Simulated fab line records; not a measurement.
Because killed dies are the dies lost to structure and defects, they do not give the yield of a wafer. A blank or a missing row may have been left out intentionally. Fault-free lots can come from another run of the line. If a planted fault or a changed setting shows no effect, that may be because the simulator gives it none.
fab line records	flow n5-finfet
record lots=24	wafers=72	last-day=17
route steps=1938 shown BEOL_M1@794
lots that met no fault: from a run of the same line without faults
start-h: hours from the record's first day to the start of the lot's first wafer shown	wait-h: hours elapsed since this lot's preceding step	" the same as in the row above	L1.1+2: one row covering several wafers at once	- either no value or no given start	* or withheld: withheld	< > ~ a bound
route shown NAME@n: names a module that has steps shown in the file, with the first one's number in the route	usual: mean/standard deviation of fault-free wafers	same: alike in all rows	chamber/n: place in a boat	sites: the reading at each site	_std_site: the standard deviation of these	_edge_site: mean of outer sites minus mean of inner sites	radius-mm: how far each site lies from the wafer's centre	mask NAME#n: copy n	behind: tool/chamber where the wafer was last shaped	hold: why the lot was held/for how many hours/how that ended	device: the transistor (n, p or np) that didn't switch	end of line: the tests these same wafers got at the end of their route	for a step that has no rows: nothing shown but its recipe	killed: count of dies lost to structure and defects at first sort (not the wafer's yield)	map: a wafer's dies, x killed, . not, _ none there
set.NAME: the setting the step ran with; set.NAME@STEP: the setting that earlier step ran with	model.NAME: the simulator's own value behind a step, which no gauge read
steps of the route over a sample of lots; a table a step, a row a wafer
services: the hour from which a tool's chamber was out of use, counted from the record's first day as start-h (under 0 if before that day), plus the number of hours and why
## steps
# step N5_BEOL_M1_ETCH_70
# recipe chemistry=N2/H2	target=SOC	target-depth-a=800	overetch-a=160	mask-material=SiARC	temp-c=40	time-s=120	ion-energy-ev=200	pressure-mtorr=30	source-w=840	bias-w=150	n2-flow-sccm=200	h2-flow-sccm=200
# usual drypump-motor-current-A=5.8/0.39	oes-product-au=0.61/0.053	rf-vpp-V=524.0/1.8	showerhead-plenum-p-Torr=2.55/0.058	throttle-valve-pct=17.75/0.29
lot.wafer	tool	chamber	start-h	wait-h	drypump-motor-current-A	oes-product-au	rf-hours-counter-h	rf-vpp-V	showerhead-plenum-p-Torr	throttle-valve-pct
L075.1	rie-diel-05	1	127.73	0.0	6.2	0.62	80	523.8	2.56	18.06
L075.4	"	1	"	"	6.2	0.63	-	524.0	2.57	18.07
L075.5	"	3	"	"	5.5	0.58	-	525.5	2.53	18.14
L074.1	rie-diel-01	0	130.63	0.0	5.6	0.60	121	524.9	2.56	17.82
L074.3	"	2	"	"	5.7	0.66	40	521.1	2.48	17.36
L074.6	"	1	"	"	5.7	0.66	-	524.8	2.58	17.68
L076.2	rie-diel-03	1	130.66	0.0	6.2	0.58	138	526.6	2.66	17.83
L076.3	"	3	"	"	6.3	0.70	21	524.4	2.60	17.59
L076.6	"	1	"	"	6.2	0.59	-	528.4	2.66	17.82
L077.3	rie-diel-03	2	144.22	0.0	5.4	0.57	135	524.1	2.55	17.83
L077.4	"	1	"	"	6.2	0.59	142	527.2	2.66	17.84
L077.6	"	3	"	"	6.2	0.70	-	525.1	2.60	17.58
L078.1	rie-diel-01	1	151.05	0.0	5.8	0.65	68	526.0	2.58	17.69
L078.3	"	3	"	"	5.2	0.53	241	525.6	2.61	17.89
L078.5	"	0	"	"	5.6	0.59	-	524.0	2.56	17.84
L079.1	rie-diel-05	3	153.71	0.0	5.4	0.57	165	524.0	2.53	18.17
L079.5	"	0	"	"	5.7	0.54	-	523.6	2.51	18.08
L079.6	"	3	"	"	5.4	0.57	-	526.0	2.53	18.18
L080.1	rie-diel-01	3	162.30	0.0	5.2	0.53	245	526.1	2.61	17.90
L080.4	"	2	"	"	5.7	0.65	50	521.9	2.47	17.38
L080.6	"	0	"	"	5.6	0.60	-	525.7	2.56	17.83
L081.4	rie-diel-03	3	172.28	0.0	6.2	0.68	33	523.8	2.60	17.60
L081.5	"	0	"	"	6.2	0.61	-	521.0	2.45	17.49
L081.6	"	3	"	"	6.2	0.68	-	523.8	2.60	17.61
L082.2	rie-diel-05	2	175.85	0.0	5.0	0.69	23	525.1	2.59	17.11
L082.3	"	1	"	"	6.2	0.61	95	524.4	2.56	18.09
L082.6	"	0	"	"	5.7	0.54	-	524.2	2.51	18.09
L083.1	rie-diel-01	1	179.27	0.0	5.7	0.64	75	524.3	2.58	17.70
L083.2	"	2	"	"	5.7	0.64	55	522.0	2.47	17.38
L083.4	"	1	"	"	5.8	0.64	-	525.5	2.58	17.70
L084.1	rie-diel-01	1	183.52	0.0	5.7	0.64	77	524.0	2.57	17.71
L084.2	"	0	"	"	5.6	0.59	137	523.8	2.56	17.87
L084.3	"	2	"	"	5.7	0.64	57	521.8	2.47	17.37
L085.2	rie-diel-05	3	198.50	0.0	5.5	0.56	179	523.9	2.52	18.18
L085.3	"	0	"	"	5.7	0.53	234	523.4	2.50	18.12
L085.4	"	1	"	"	6.3	0.61	103	525.8	2.56	18.10
L086.2	rie-diel-03	3	202.18	0.0	6.2	0.68	42	524.3	2.60	17.60
L086.3	"	0	"	"	6.2	0.61	129	520.4	2.45	17.50
L086.5	"	3	"	"	6.2	0.68	-	525.6	2.60	17.62
L087.2	rie-diel-01	1	207.92	0.0	5.7	0.64	85	524.3	2.57	17.71
L087.3	"	2	"	"	5.7	0.64	64	521.5	2.47	17.39
L087.6	"	2	"	"	5.7	0.64	-	521.7	2.47	17.39
L088.1	rie-diel-01	2	211.00	0.0	5.7	0.63	65	521.7	2.47	17.40
L088.3	"	3	"	"	5.2	0.73	7	527.4	2.61	17.48
L088.4	"	1	"	"	5.8	0.63	87	525.4	2.57	17.71
L089.3	rie-diel-05	2	211.08	0.0	5.0	0.67	34	525.9	2.59	17.12
L089.5	"	1	"	"	6.2	0.61	-	524.2	2.55	18.12
L089.6	"	2	"	"	5.0	0.67	-	524.6	2.59	17.13
L090.2	rie-diel-01	0	228.72	0.0	5.6	0.57	152	523.3	2.55	17.88
L090.5	"	0	"	"	5.6	0.58	-	522.8	2.55	17.88
L090.6	"	3	"	"	5.2	0.72	-	524.9	2.61	17.50
L091.2	rie-diel-05	2	228.76	0.0	5.0	0.66	38	524.9	2.59	17.14
L091.5	"	3	"	"	5.5	0.57	-	523.0	2.52	18.19
L091.6	"	0	"	"	5.7	0.53	-	522.1	2.50	18.13
L092.1	rie-diel-03	0	234.75	0.0	6.2	0.60	138	521.7	2.44	17.54
L092.4	"	3	"	"	6.2	0.66	51	526.3	2.59	17.63
L092.6	"	0	"	"	6.2	0.60	-	522.1	2.44	17.53
L093.3	rie-diel-05	1	253.46	0.0	6.3	0.60	118	523.2	2.55	18.13
L093.4	"	0	"	"	5.7	0.52	248	524.1	2.50	18.14
L093.6	"	1	"	"	6.2	0.60	-	524.7	2.55	18.11
L095.1	rie-diel-01	2	256.54	0.0	5.7	0.63	78	522.3	2.46	17.43
L095.2	"	3	"	"	5.1	0.71	19	526.2	2.60	17.51
L095.4	"	1	"	"	5.8	0.63	100	524.8	2.56	17.74
L094.1	rie-diel-01	1	259.97	0.0	5.7	0.62	102	523.8	2.56	17.76
L094.2	"	0	"	"	5.7	0.57	161	525.1	2.55	17.90
L094.6	"	3	"	"	5.2	0.70	-	522.8	2.60	17.53
L096.2	rie-diel-03	0	260.63	0.0	6.2	0.59	148	521.5	2.44	17.54
L096.4	"	3	"	"	6.2	0.66	-	524.8	2.59	17.63
L096.5	"	1	"	"	6.2	0.56	-	526.0	2.65	17.90
L097.1	rie-diel-03	0	262.66	0.0	6.2	0.59	149	521.7	2.44	17.54
L097.2	"	1	"	"	6.2	0.56	178	525.7	2.65	17.88
L097.5	"	0	"	"	6.2	0.58	-	519.9	2.44	17.54
# step N5_BEOL_M1_ANNEAL_49
# recipe temp-c=400	time-s=240	ambient=vacuum
# usual heater-power-w=844/110
lot.wafer	tool	chamber	start-h	wait-h	heater-power-w
L075.1	pvd-sputter-02	-	131.00	0.0	996
L075.4	"	-	"	"	1069
L075.5	"	-	"	"	715
L074.1	pvd-sputter-01	-	132.36	0.0	831
L074.3	"	-	"	"	794
L074.6	"	-	"	"	936
L076.2	pvd-sputter-03	-	132.49	0.0	740
L076.3	"	-	"	"	750
L076.6	"	-	"	"	881
L077.3	pvd-sputter-03	-	145.73	0.0	754
L077.4	"	-	"	"	831
L077.6	"	-	"	"	829
L078.1	pvd-sputter-03	-	152.47	0.0	836
L078.3	"	-	"	"	876
L078.5	"	-	"	"	863
L079.1	pvd-sputter-01	-	156.06	0.0	914
L079.5	"	-	"	"	835
L079.6	"	-	"	"	784
L080.1	pvd-sputter-03	-	163.74	0.0	874
L080.4	"	-	"	"	893
L080.6	"	-	"	"	739
L081.4	pvd-sputter-02	-	174.45	0.0	1033
L081.5	"	-	"	"	791
L081.6	"	-	"	"	711
L082.2	pvd-sputter-03	-	177.43	0.0	852
L082.3	"	-	"	"	747
L082.6	"	-	"	"	750
L083.1	pvd-sputter-02	-	181.96	0.0	1079
L083.2	"	-	"	"	997
L083.4	"	-	"	"	785
L084.1	pvd-sputter-01	-	186.60	0.0	859
L084.2	"	-	"	"	767
L084.3	"	-	"	"	963
L085.2	pvd-sputter-02	-	200.31	0.0	1067
L085.3	"	-	"	"	686
L085.4	"	-	"	"	1012
L086.2	pvd-sputter-03	-	203.68	0.0	739
L086.3	"	-	"	"	841
L086.5	"	-	"	"	847
L087.2	pvd-sputter-01	-	209.46	0.0	999
L087.3	"	-	"	"	919
L087.6	"	-	"	"	917
L088.1	pvd-sputter-03	-	212.44	0.0	853
L088.3	"	-	"	"	869
L088.4	"	-	"	"	757
L089.3	pvd-sputter-01	-	212.56	0.0	874
L089.5	"	-	"	"	767
L089.6	"	-	"	"	986
L091.2	pvd-sputter-03	-	230.10	0.0	740
L091.5	"	-	"	"	746
L091.6	"	-	"	"	896
L090.2	pvd-sputter-02	-	230.25	0.0	713
L090.5	"	-	"	"	691
L090.6	"	-	"	"	1062
L092.1	pvd-sputter-01	-	236.67	0.0	957
L092.4	"	-	"	"	923
L092.6	"	-	"	"	902
L093.3	pvd-sputter-03	-	255.35	0.0	812
L093.4	"	-	"	"	747
L093.6	"	-	"	"	734
L095.1	pvd-sputter-03	-	258.18	0.0	727
L095.2	"	-	"	"	839
L095.4	"	-	"	"	732
L094.1	pvd-sputter-03	-	261.26	0.0	856
L094.2	"	-	"	"	747
L094.6	"	-	"	"	738
L096.2	pvd-sputter-02	-	262.63	0.0	796
L096.4	"	-	"	"	1039
L096.5	"	-	"	"	789
L097.1	pvd-sputter-02	-	264.95	0.0	1043
L097.2	"	-	"	"	792
L097.5	"	-	"	"	793
# step N5_BEOL_M1_ANNEAL_87
# recipe temp-c=400	time-s=240	ambient=vacuum
# usual heater-power-w=842/110
lot.wafer	tool	chamber	start-h	wait-h	heater-power-w
L075.1	pvd-sputter-02	-	131.66	0.0	991
L075.4	"	-	"	"	1052
L075.5	"	-	"	"	701
L074.1	pvd-sputter-01	-	133.02	0.0	850
L074.3	"	-	"	"	780
L074.6	"	-	"	"	911
L076.2	pvd-sputter-03	-	133.15	0.0	742
L076.3	"	-	"	"	767
L076.6	"	-	"	"	864
L077.3	pvd-sputter-03	-	146.39	0.0	771
L077.4	"	-	"	"	849
L077.6	"	-	"	"	827
L078.1	pvd-sputter-03	-	153.13	0.0	823
L078.3	"	-	"	"	880
L078.5	"	-	"	"	880
L079.1	pvd-sputter-01	-	156.72	0.0	909
L079.5	"	-	"	"	857
L079.6	"	-	"	"	789
L080.1	pvd-sputter-03	-	164.40	0.0	881
L080.4	"	-	"	"	857
L080.6	"	-	"	"	744
L081.4	pvd-sputter-02	-	175.11	0.0	1044
L081.5	"	-	"	"	783
L081.6	"	-	"	"	691
L082.2	pvd-sputter-03	-	178.14	0.0	828
L082.3	"	-	"	"	745
L082.6	"	-	"	"	748
L083.1	pvd-sputter-02	-	182.62	0.0	1065
L083.2	"	-	"	"	977
L083.4	"	-	"	"	797
L084.1	pvd-sputter-01	-	187.26	0.0	839
L084.2	"	-	"	"	761
L084.3	"	-	"	"	978
L085.2	pvd-sputter-02	-	200.97	0.0	1029
L085.3	"	-	"	"	699
L085.4	"	-	"	"	997
L086.2	pvd-sputter-03	-	204.34	0.0	745
L086.3	"	-	"	"	812
L086.5	"	-	"	"	830
L087.2	pvd-sputter-01	-	210.12	0.0	993
L087.3	"	-	"	"	913
L087.6	"	-	"	"	896
L088.1	pvd-sputter-03	-	213.10	0.0	830
L088.3	"	-	"	"	860
L088.4	"	-	"	"	748
L089.3	pvd-sputter-01	-	213.22	0.0	840
L089.5	"	-	"	"	793
L089.6	"	-	"	"	997
L091.2	pvd-sputter-03	-	230.76	0.0	743
L091.5	"	-	"	"	755
L091.6	"	-	"	"	897
L090.2	pvd-sputter-02	-	230.91	0.0	697
L090.5	"	-	"	"	687
L090.6	"	-	"	"	1057
L092.1	pvd-sputter-01	-	237.33	0.0	953
L092.4	"	-	"	"	917
L092.6	"	-	"	"	924
L093.3	pvd-sputter-03	-	256.01	0.0	822
L093.4	"	-	"	"	746
L093.6	"	-	"	"	738
L095.1	pvd-sputter-03	-	258.84	0.0	743
L095.2	"	-	"	"	852
L095.4	"	-	"	"	763
L094.1	pvd-sputter-03	-	261.92	0.0	841
L094.2	"	-	"	"	743
L094.6	"	-	"	"	761
L096.2	pvd-sputter-02	-	263.29	0.0	810
L096.4	"	-	"	"	1070
L096.5	"	-	"	"	775
L097.1	pvd-sputter-02	-	265.61	0.0	1059
L097.2	"	-	"	"	762
L097.5	"	-	"	"	775
# step N5_BEOL_M1_ANNEAL_93
# recipe temp-c=400	time-s=240	ambient=vacuum
# usual heater-power-w=845/110
lot.wafer	tool	chamber	start-h	wait-h	heater-power-w
L075.1	pvd-sputter-02	-	132.32	0.0	1011
L075.4	"	-	"	"	1082
L075.5	"	-	"	"	701
L074.1	pvd-sputter-01	-	133.68	0.0	852
L074.3	"	-	"	"	779
L074.6	"	-	"	"	917
L076.2	pvd-sputter-03	-	133.81	0.0	739
L076.3	"	-	"	"	757
L076.6	"	-	"	"	853
L077.3	pvd-sputter-03	-	147.05	0.0	732
L077.4	"	-	"	"	828
L077.6	"	-	"	"	841
L078.1	pvd-sputter-03	-	153.79	0.0	857
L078.3	"	-	"	"	873
L078.5	"	-	"	"	864
L079.1	pvd-sputter-01	-	157.38	0.0	940
L079.5	"	-	"	"	845
L079.6	"	-	"	"	775
L080.1	pvd-sputter-03	-	165.06	0.0	877
L080.4	"	-	"	"	874
L080.6	"	-	"	"	742
L081.4	pvd-sputter-02	-	175.77	0.0	1047
L081.5	"	-	"	"	772
L081.6	"	-	"	"	710
L082.2	pvd-sputter-03	-	178.86	0.0	834
L082.3	"	-	"	"	758
L082.6	"	-	"	"	733
L083.1	pvd-sputter-02	-	183.28	0.0	1063
L083.2	"	-	"	"	1002
L083.4	"	-	"	"	773
L084.1	pvd-sputter-01	-	187.92	0.0	853
L084.2	"	-	"	"	780
L084.3	"	-	"	"	956
L085.2	pvd-sputter-02	-	201.63	0.0	1063
L085.3	"	-	"	"	692
L085.4	"	-	"	"	986
L086.2	pvd-sputter-03	-	205.00	0.0	745
L086.3	"	-	"	"	831
L086.5	"	-	"	"	850
L087.2	pvd-sputter-01	-	210.78	0.0	985
L087.3	"	-	"	"	924
L087.6	"	-	"	"	881
L088.1	pvd-sputter-03	-	213.76	0.0	821
L088.3	"	-	"	"	861
L088.4	"	-	"	"	744
L089.3	pvd-sputter-01	-	213.88	0.0	861
L089.5	"	-	"	"	783
L089.6	"	-	"	"	989
L091.2	pvd-sputter-03	-	231.42	0.0	757
L091.5	"	-	"	"	771
L091.6	"	-	"	"	859
L090.2	pvd-sputter-02	-	231.57	0.0	686
L090.5	"	-	"	"	685
L090.6	"	-	"	"	1063
L092.1	pvd-sputter-01	-	237.99	0.0	982
L092.4	"	-	"	"	937
L092.6	"	-	"	"	923
L093.3	pvd-sputter-03	-	256.67	0.0	866
L093.4	"	-	"	"	745
L093.6	"	-	"	"	742
L095.1	pvd-sputter-03	-	259.50	0.0	746
L095.2	"	-	"	"	833
L095.4	"	-	"	"	748
L094.1	pvd-sputter-03	-	262.58	0.0	824
L094.2	"	-	"	"	734
L094.6	"	-	"	"	768
L096.2	pvd-sputter-02	-	263.95	0.0	773
L096.4	"	-	"	"	1034
L096.5	"	-	"	"	775
L097.1	pvd-sputter-02	-	266.27	0.0	1056
L097.2	"	-	"	"	785
L097.5	"	-	"	"	782
# step N5_BEOL_M1_SPUTTER_94
# recipe material=Cu	target-thk-a=45	temp-c=-20	chamber-pressure-pa=0.07	power-w=withheld	time-s=8.29
# usual substrate-temp-c=-20.01/0.11	throttle-valve-pct=30.1/0.39
lot.wafer	tool	chamber	start-h	wait-h	substrate-temp-c	throttle-valve-pct
L075.1	pvd-sputter-02	-	132.46	0.1	-20.15	29.6
L075.4	"	-	"	"	-20.01	30.6
L075.5	"	-	"	"	-19.83	30.0
L074.1	pvd-sputter-01	-	133.82	0.1	-20.00	29.7
L074.3	"	-	"	"	-19.81	30.8
L074.6	"	-	"	"	-19.97	30.0
L076.2	pvd-sputter-03	-	133.95	0.1	-20.08	30.4
L076.3	"	-	"	"	-19.88	30.2
L076.6	"	-	"	"	-20.03	30.1
L077.3	pvd-sputter-03	-	147.19	0.1	-19.91	30.2
L077.4	"	-	"	"	-19.95	29.8
L077.6	"	-	"	"	-19.89	29.5
L078.1	pvd-sputter-03	-	153.93	0.1	-19.89	29.7
L078.3	"	-	"	"	-19.91	29.8
L078.5	"	-	"	"	-20.08	29.9
L079.1	pvd-sputter-01	-	157.52	0.1	-20.01	29.9
L079.5	"	-	"	"	-20.10	29.9
L079.6	"	-	"	"	-19.93	30.9
L080.1	pvd-sputter-03	-	165.20	0.1	-20.23	30.1
L080.4	"	-	"	"	-20.17	29.7
L080.6	"	-	"	"	-20.22	30.4
L081.4	pvd-sputter-02	-	175.91	0.1	-20.01	30.5
L081.5	"	-	"	"	-20.05	30.3
L081.6	"	-	"	"	-19.89	30.0
L082.2	pvd-sputter-03	-	179.01	0.1	-20.05	29.7
L082.3	"	-	"	"	-20.12	30.5
L082.6	"	-	"	"	-20.09	30.3
L083.1	pvd-sputter-02	-	183.42	0.1	-20.21	30.4
L083.2	"	-	"	"	-20.15	29.5
L083.4	"	-	"	"	-20.00	30.2
L084.1	pvd-sputter-01	-	188.06	0.1	-20.21	29.6
L084.2	"	-	"	"	-19.87	30.8
L084.3	"	-	"	"	-19.90	29.7
L085.2	pvd-sputter-02	-	201.77	0.1	-20.04	30.5
L085.3	"	-	"	"	-20.09	30.2
L085.4	"	-	"	"	-20.09	29.6
L086.2	pvd-sputter-03	-	205.14	0.1	-19.87	30.7
L086.3	"	-	"	"	-19.93	29.7
L086.5	"	-	"	"	-19.94	29.8
L087.2	pvd-sputter-01	-	210.92	0.1	-19.86	29.8
L087.3	"	-	"	"	-19.84	29.8
L087.6	"	-	"	"	-19.91	30.0
L088.1	pvd-sputter-03	-	213.90	0.1	-20.29	29.8
L088.3	"	-	"	"	-20.19	29.8
L088.4	"	-	"	"	-19.97	30.4
L089.3	pvd-sputter-01	-	214.02	0.1	-20.06	29.9
L089.5	"	-	"	"	-19.94	30.8
L089.6	"	-	"	"	-19.92	29.8
L091.2	pvd-sputter-03	-	231.56	0.1	-20.03	30.0
L091.5	"	-	"	"	-20.02	30.0
L091.6	"	-	"	"	-20.01	29.5
L090.2	pvd-sputter-02	-	231.71	0.1	-20.11	29.7
L090.5	"	-	"	"	-20.10	30.1
L090.6	"	-	"	"	-19.96	30.3
L092.1	pvd-sputter-01	-	238.13	0.1	-19.82	29.6
L092.4	"	-	"	"	-20.04	30.0
L092.6	"	-	"	"	-19.85	29.8
L093.3	pvd-sputter-03	-	256.81	0.1	-19.85	29.9
L093.4	"	-	"	"	-19.93	30.1
L093.6	"	-	"	"	-20.09	30.4
L095.1	pvd-sputter-03	-	259.64	0.1	-20.04	30.5
L095.2	"	-	"	"	-19.83	29.8
L095.4	"	-	"	"	-20.06	29.8
L094.1	pvd-sputter-03	-	262.72	0.1	-19.94	29.5
L094.2	"	-	"	"	-19.92	30.7
L094.6	"	-	"	"	-20.07	30.3
L096.2	pvd-sputter-02	-	264.09	0.1	-20.09	30.5
L096.4	"	-	"	"	-20.22	30.8
L096.5	"	-	"	"	-20.22	30.3
L097.1	pvd-sputter-02	-	266.41	0.1	-20.03	30.7
L097.2	"	-	"	"	-20.03	30.1
L097.5	"	-	"	"	-20.00	30.1
# step N5_BEOL_M1_CO_CAP_55
# recipe material=Co	target-thk-a=20	temp-c=200	precursor=CCTBA/H2	pressure-torr=30	time-s=102.1
# usual heater-power-w=240/29
lot.wafer	tool	chamber	start-h	wait-h	heater-power-w
L075.1	cvd-co-02	0	133.54	0.0	205
L075.4	"	2	"	"	260
L075.5	"	1	"	"	287
L074.1	cvd-co-02	1	134.90	0.0	282
L074.3	"	2	"	"	263
L074.6	"	2	"	"	267
L076.2	cvd-co-02	1	135.03	0.0	277
L076.3	"	0	"	"	195
L076.6	"	1	"	"	275
L077.3	cvd-co-02	1	148.28	0.0	285
L077.4	"	2	"	"	258
L077.6	"	0	"	"	201
L078.1	cvd-co-02	0	155.13	0.0	201
L078.3	"	1	"	"	280
L078.5	"	2	"	"	268
L079.1	cvd-co-01	0	158.61	0.0	212
L079.5	"	2	"	"	232
L079.6	"	0	"	"	212
L080.1	cvd-co-02	1	166.29	0.0	289
L080.4	"	2	"	"	254
L080.6	"	1	"	"	282
L081.4	cvd-co-01	0	177.10	0.0	218
L081.5	"	1	"	"	231
L081.6	"	2	"	"	234
L082.2	cvd-co-01	1	180.12	0.0	234
L082.3	"	2	"	"	230
L082.6	"	2	"	"	235
L083.1	cvd-co-01	1	184.51	0.0	229
L083.2	"	0	"	"	210
L083.4	"	1	"	"	231
L084.1	cvd-co-01	0	189.14	0.0	211
L084.2	"	2	"	"	230
L084.3	"	1	"	"	234
L085.2	cvd-co-02	1	202.86	0.0	282
L085.3	"	0	"	"	200
L085.4	"	1	"	"	280
L086.2	cvd-co-01	1	206.22	0.0	234
L086.3	"	0	"	"	217
L086.5	"	2	"	"	237
L087.2	cvd-co-02	1	212.01	0.0	286
L087.3	"	2	"	"	263
L087.6	"	1	"	"	279
L088.1	cvd-co-02	0	214.99	0.0	201
L088.3	"	1	"	"	280
L088.4	"	2	"	"	256
L089.3	cvd-co-01	1	215.11	0.0	224
L089.5	"	0	"	"	212
L089.6	"	2	"	"	233
L091.2	cvd-co-02	2	232.64	0.0	262
L091.5	"	1	"	"	289
L091.6	"	0	"	"	202
L090.2	cvd-co-02	2	233.39	0.0	269
L090.5	"	2	"	"	265
L090.6	"	1	"	"	280
L092.1	cvd-co-02	2	239.22	0.0	257
L092.4	"	0	"	"	203
L092.6	"	1	"	"	281
L093.3	cvd-co-01	1	258.21	0.0	232
L093.4	"	2	"	"	238
L093.6	"	0	"	"	217
L095.1	cvd-co-02	0	260.84	0.0	209
L095.2	"	2	"	"	256
L095.4	"	0	"	"	195
L094.1	cvd-co-01	2	266.13	0.0	235
L094.2	"	0	"	"	216
L094.6	"	0	"	"	225
L096.2	cvd-co-02	0	266.48	0.0	200
L096.4	"	0	"	"	204
L096.5	"	2	"	"	266
L097.1	cvd-co-02	0	267.50	0.0	202
L097.2	"	2	"	"	261
L097.5	"	1	"	"	274
## services
tool	chamber	start-h	hours	kind
rie-diel-05	0	106.62	15.8	repair
cvd-co-01	1	114.67	-	clean
cvd-co-01	1	114.67	22.0	scheduled-down
cvd-co-01	1	114.67	22.0	vent-cycle
pvd-sputter-03	-	118.23	5.8	repair
rie-diel-01	0	123.95	6.4	repair
cvd-co-01	-	131.37	6.9	pm
pvd-sputter-01	-	164.86	1.5	repair
rie-diel-01	3	177.08	-	clean
rie-diel-01	3	177.08	-	consumable-replace:focus-ring
rie-diel-01	3	177.08	12.5	scheduled-down
rie-diel-01	3	177.08	12.5	vent-cycle
pvd-sputter-02	-	187.05	3.7	repair
cvd-co-02	-	193.68	4.3	pm
rie-diel-01	-	232.90	2.8	pm
rie-diel-03	2	248.66	32.5	repair
rie-diel-05	-	255.94	4.4	repair
rie-diel-03	3	261.12	1.6	repair
rie-diel-05	0	261.54	-	clean
rie-diel-05	0	261.54	-	consumable-replace:focus-ring
rie-diel-05	-	265.35	34.4	repair
## key
fault none
